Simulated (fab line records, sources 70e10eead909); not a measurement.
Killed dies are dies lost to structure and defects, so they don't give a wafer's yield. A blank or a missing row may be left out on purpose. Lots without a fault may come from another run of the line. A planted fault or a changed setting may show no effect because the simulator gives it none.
Which tool did it? | flow nand_harc | 11 lots, 33 wafers sampled, at 4 steps of a route of 1302

WHAT THE GAUGES READ, wafer by wafer
The record holds no reading of a measuring or inspecting step that can be judged against a usual standard deviation.

WHICH TOOL RAN EACH LOT (tool, then ch and the chambers of the sampled wafers, then the start)
lot  | NHARC_A_STAIRCASE_DEP_280       | NHARC_A_STAIRCASE_HM_OPEN_463                 | NHARC_A_STAIRCASE_ETCH_453         | NHARC_A_STAIRCASE_STRIP_316
L812 | pecvd-01 ch 0,1, day 17 13:44   | rie_diel-01 ch 0,1,3, day 17 20:38 or earlier | rie_diel-01 ch 1,2,3, day 17 20:38 | rie_diel-01 ch 0,3, no start
L814 | pecvd-03 ch 0,2, day 18 07:22   | rie_diel-08 ch 0,1,3, day 18 13:50 or earlier | rie_diel-08 ch 0,2,3, day 18 13:50 | rie_diel-08 ch 0,1,2, no start
L817 | pecvd-02 ch 0,1,2, day 19 11:24 | rie_diel-01 ch 0,1, day 19 17:54 or earlier   | rie_diel-01 ch 0,1,2, day 19 17:54 | rie_diel-01 ch 2,3, no start
L818 | pecvd-01 ch 0,1, day 20 06:47   | rie_diel-08 ch 2,3, day 20 15:17 or earlier   | rie_diel-08 ch 0,2, day 20 15:17   | rie_diel-08 ch 0,3, no start
L819 | pecvd-01 ch 0,1, day 21 00:37   | rie_diel-01 ch 0,1,3, day 21 10:35 or earlier | rie_diel-01 ch 2,3, day 21 10:35   | rie_diel-01 ch 0,1, no start
L821 | pecvd-01 ch 0,1,2, day 21 07:45 | rie_diel-06 ch 0,1,2, day 21 17:04 or earlier | rie_diel-06 ch 1,2,3, day 21 17:04 | rie_diel-06 ch 0,1,3, no start
L820 | pecvd-03 ch 1,2, day 21 12:17   | rie_diel-06 ch 0,1,2, day 21 18:51 or earlier | rie_diel-06 ch 1,3, day 21 18:51   | rie_diel-06 ch 1,2, no start
L822 | pecvd-03 ch 0,1, day 21 14:11   | rie_diel-06 ch 0,1,2, day 22 00:23 or earlier | rie_diel-06 ch 0,1,2, day 22 00:23 | rie_diel-06 ch 1,2,3, no start
L825 | pecvd-03 ch 0,1, day 23 07:19   | rie_diel-06 ch 0,1,3, day 23 15:23 or earlier | rie_diel-06 ch 0,1, day 23 15:23   | rie_diel-06 ch 0,1,3, no start
L832 | pecvd-02 ch 0,2, day 25 11:46   | rie_diel-01 ch 1,2,3, day 25 19:14 or earlier | rie_diel-01 ch 0,1,2, day 25 19:14 | rie_diel-01 ch 0,2,3, no start
L833 | pecvd-01 ch 0,1,2, day 26 11:52 | rie_diel-08 ch 2,3, day 26 20:40 or earlier   | rie_diel-08 ch 1,2,3, day 26 20:40 | rie_diel-08 ch 0,2,3, no start
- NHARC_A_STAIRCASE_DEP_280: deposits SiON, target thk 30 nm.
- NHARC_A_STAIRCASE_HM_OPEN_463: chemistry O2/COS.
- NHARC_A_STAIRCASE_ETCH_453: etches the open film in CF4/O2, target depth 30 nm, overetch 3 nm, time 16.5 s.
- NHARC_A_STAIRCASE_STRIP_316: strips in O2.

WHAT THE TOOLS THEMSELVES READ (means of the sampled wafers that have a number; where no wafer has one, the mark that the record gives instead)
NHARC_A_STAIRCASE_DEP_280. Usual: chamber_pressure_Torr 3.500 Torr, standard deviation 0.0083; heater_power_w 711 W, standard deviation 66.
lot  | tool     | chamber_pressure_Torr (Torr) | heater_power_w (W) | flag
L812 | pecvd-01 | 3.494                        | 762                |
L814 | pecvd-03 | 3.507                        | 787                |
L817 | pecvd-02 | 3.503                        | 755                |
L818 | pecvd-01 | 3.514                        | 746                |
L819 | pecvd-01 | 3.499                        | 758                |
L821 | pecvd-01 | 3.513                        | 713                |
L820 | pecvd-03 | 3.496                        | 753                |
L822 | pecvd-03 | 3.503                        | 647                |
L825 | pecvd-03 | 3.494                        | 658                |
L832 | pecvd-02 | 3.495                        | 697                |
L833 | pecvd-01 | 3.500                        | 679                |

NHARC_A_STAIRCASE_HM_OPEN_463. Usual: chamber_pressure_mTorr 20.002 mTorr, standard deviation 0.02; drypump_motor_current_A 5.5 A, standard deviation 0.51; o2_flow_sccm 400.0 sccm, standard deviation 1.1; oes_product_au 1.001 a.u., standard deviation 0.01; rf_vpp_V 467 V, standard deviation 3.6; showerhead_plenum_p_Torr 3.11 Torr, standard deviation 0.16; throttle_valve_pct 28.330 %, standard deviation 0.0099.
lot  | tool        | chamber_pressure_mTorr (mTorr) | drypump_motor_current_A (A) | o2_flow_sccm (sccm) | oes_product_au (a.u.) | rf_vpp_V (V) | showerhead_plenum_p_Torr (Torr) | throttle_valve_pct (%) | flag
L812 | rie_diel-01 | 20.020                         | 5.9                         | 399.4               | 1.004                 | 466          | 3.03                            | 28.332                 |
L814 | rie_diel-08 | 20.008                         | 5.1                         | 400.0               | 0.993                 | 468          | 3.16                            | 28.332                 |
L817 | rie_diel-01 | 20.012                         | 6.1                         | 400.9               | 1.016                 | 465          | 3.05                            | 28.327                 |
L818 | rie_diel-08 | 19.996                         | 4.9                         | 398.7               | 0.990                 | 466          | 3.09                            | 28.329                 |
L819 | rie_diel-01 | 20.031                         | 5.9                         | 400.9               | 1.002                 | 465          | 3.02                            | 28.337                 |
L821 | rie_diel-06 | 20.021                         | 5.2                         | 399.5               | 1.003                 | 473          | 3.35                            | 28.337                 |
L820 | rie_diel-06 | 20.005                         | 5.2                         | 400.5               | 0.995                 | 472          | 3.35                            | 28.340                 |
L822 | rie_diel-06 | 19.982                         | 5.2                         | 399.7               | 0.994                 | 472          | 3.35                            | 28.330                 |
L825 | rie_diel-06 | 20.015                         | 5.3                         | 399.9               | 1.001                 | 469          | 3.19                            | 28.321                 |
L832 | rie_diel-01 | 20.010                         | 5.9                         | 400.2               | 1.005                 | 465          | 3.04                            | 28.333                 |
L833 | rie_diel-08 | 20.001                         | 4.9                         | 401.4               | 1.002                 | 466          | 3.07                            | 28.326                 |

NHARC_A_STAIRCASE_ETCH_453. Usual: chamber_pressure_mTorr 30.003 mTorr, standard deviation 0.03; drypump_motor_current_A 5.5 A, standard deviation 0.5; o2_flow_sccm 19.99 sccm, standard deviation 0.059; oes_f_703_au 1.000 a.u., standard deviation 0.0045; oes_product_au 1.000 a.u., standard deviation 0.011; rf_vpp_V 197.7 V, standard deviation 1.6; showerhead_plenum_p_Torr 1.33 Torr, standard deviation 0.07; throttle_valve_pct 13.398 %, standard deviation 0.0095.
lot  | tool        | chamber_pressure_mTorr (mTorr) | drypump_motor_current_A (A) | o2_flow_sccm (sccm) | oes_f_703_au (a.u.) | oes_product_au (a.u.) | rf_vpp_V (V) | showerhead_plenum_p_Torr (Torr) | throttle_valve_pct (%) | flag
L812 | rie_diel-01 | 30.017                         | 5.8                         | 20.02               | 1.003               | 0.999                 | 196.6        | 1.31                            | 13.396                 |
L814 | rie_diel-08 | 30.040                         | 5.0                         | 20.00               | 0.997               | 0.999                 | 198.0        | 1.33                            | 13.401                 |
L817 | rie_diel-01 | 30.009                         | 6.1                         | 19.95               | 1.002               | 0.992                 | 196.7        | 1.32                            | 13.400                 |
L818 | rie_diel-08 | 29.976                         | 5.0                         | 20.05               | 1.003               | 0.992                 | 196.3        | 1.28                            | 13.397                 |
L819 | rie_diel-01 | 30.019                         | 5.8                         | 19.98               | 1.002               | 0.994                 | 198.6        | 1.33                            | 13.399                 |
L821 | rie_diel-06 | 30.004                         | 5.0                         | 19.99               | 0.999               | 1.008                 | 199.0        | 1.37                            | 13.394                 |
L820 | rie_diel-06 | 30.027                         | 5.1                         | 19.94               | 1.001               | 1.005                 | 197.3        | 1.31                            | 13.391                 |
L822 | rie_diel-06 | 29.964                         | 5.2                         | 19.95               | 1.000               | 1.002                 | 200.3        | 1.44                            | 13.400                 |
L825 | rie_diel-06 | 30.008                         | 5.3                         | 19.96               | 0.997               | 0.971                 | 199.6        | 1.43                            | 13.406                 |
L832 | rie_diel-01 | 30.002                         | 6.1                         | 20.05               | 1.003               | 1.001                 | 197.2        | 1.31                            | 13.402                 |
L833 | rie_diel-08 | 30.013                         | 4.9                         | 20.06               | 0.997               | 0.997                 | 197.5        | 1.33                            | 13.387                 |

NHARC_A_STAIRCASE_STRIP_316. Usual: chamber_pressure_mTorr 60.00 mTorr, standard deviation 0.06; drypump_motor_current_A 5.5 A, standard deviation 0.51; o2_flow_sccm 499.9 sccm, standard deviation 1.3; oes_product_au 1.000 a.u., standard deviation 0.0095; rf_vpp_V 57.7 V, standard deviation 0.95; showerhead_plenum_p_Torr 3.51 Torr, standard deviation 0.18; throttle_valve_pct 17.036 %, standard deviation 0.0078.
lot  | tool        | chamber_pressure_mTorr (mTorr) | drypump_motor_current_A (A) | o2_flow_sccm (sccm) | oes_product_au (a.u.) | rf_vpp_V (V) | showerhead_plenum_p_Torr (Torr) | throttle_valve_pct (%) | flag
L812 | rie_diel-01 | 59.99                          | 5.5                         | 500.2               | 0.999                 | 57.0         | 3.43                            | 17.032                 |
L814 | rie_diel-08 | 60.00                          | 4.9                         | 498.8               | 1.001                 | 56.6         | 3.43                            | 17.032                 |
L817 | rie_diel-01 | 60.02                          | 5.6                         | 499.5               | 1.000                 | 56.7         | 3.46                            | 17.029                 |
L818 | rie_diel-08 | 59.94                          | 5.2                         | 499.3               | 0.994                 | 57.4         | 3.64                            | 17.039                 |
L819 | rie_diel-01 | 59.98                          | 6.1                         | 499.0               | 1.008                 | 58.0         | 3.44                            | 17.042                 |
L821 | rie_diel-06 | 59.98                          | 5.3                         | 501.0               | 0.997                 | 58.2         | 3.62                            | 17.032                 |
L820 | rie_diel-06 | 59.98                          | 4.9                         | 499.3               | 0.994                 | 58.1         | 3.79                            | 17.035                 |
L822 | rie_diel-06 | 60.00                          | 5.0                         | 499.3               | 1.000                 | 57.7         | 3.62                            | 17.026                 |
L825 | rie_diel-06 | 59.99                          | 5.2                         | 499.7               | 1.001                 | 58.0         | 3.61                            | 17.035                 |
L832 | rie_diel-01 | 59.96                          | 5.8                         | 500.3               | 0.999                 | 57.9         | 3.47                            | 17.034                 |
L833 | rie_diel-08 | 59.95                          | 5.0                         | 500.2               | 1.003                 | 58.1         | 3.48                            | 17.048                 |

THE ANSWER, worked out from the rows above alone
Rule: a lot is off if the mean of its wafers that have a number lies more than 3 standard deviations from the usual mean. A lot without any number at a reading at which 4 lots or more have one is off too. The other lots that the step has rows for count as sound. The gauges are gone through in route order, then the tools' own readings, and for those a lot's mean is taken as printed above. The first step at which some lot is off is used, and at that step the reading that is off furthest; a lot without a number counts as furthest.
No lot is off at any reading shown: from this, nothing can be told.

WHAT THE SIMULATOR HAD PUT IN
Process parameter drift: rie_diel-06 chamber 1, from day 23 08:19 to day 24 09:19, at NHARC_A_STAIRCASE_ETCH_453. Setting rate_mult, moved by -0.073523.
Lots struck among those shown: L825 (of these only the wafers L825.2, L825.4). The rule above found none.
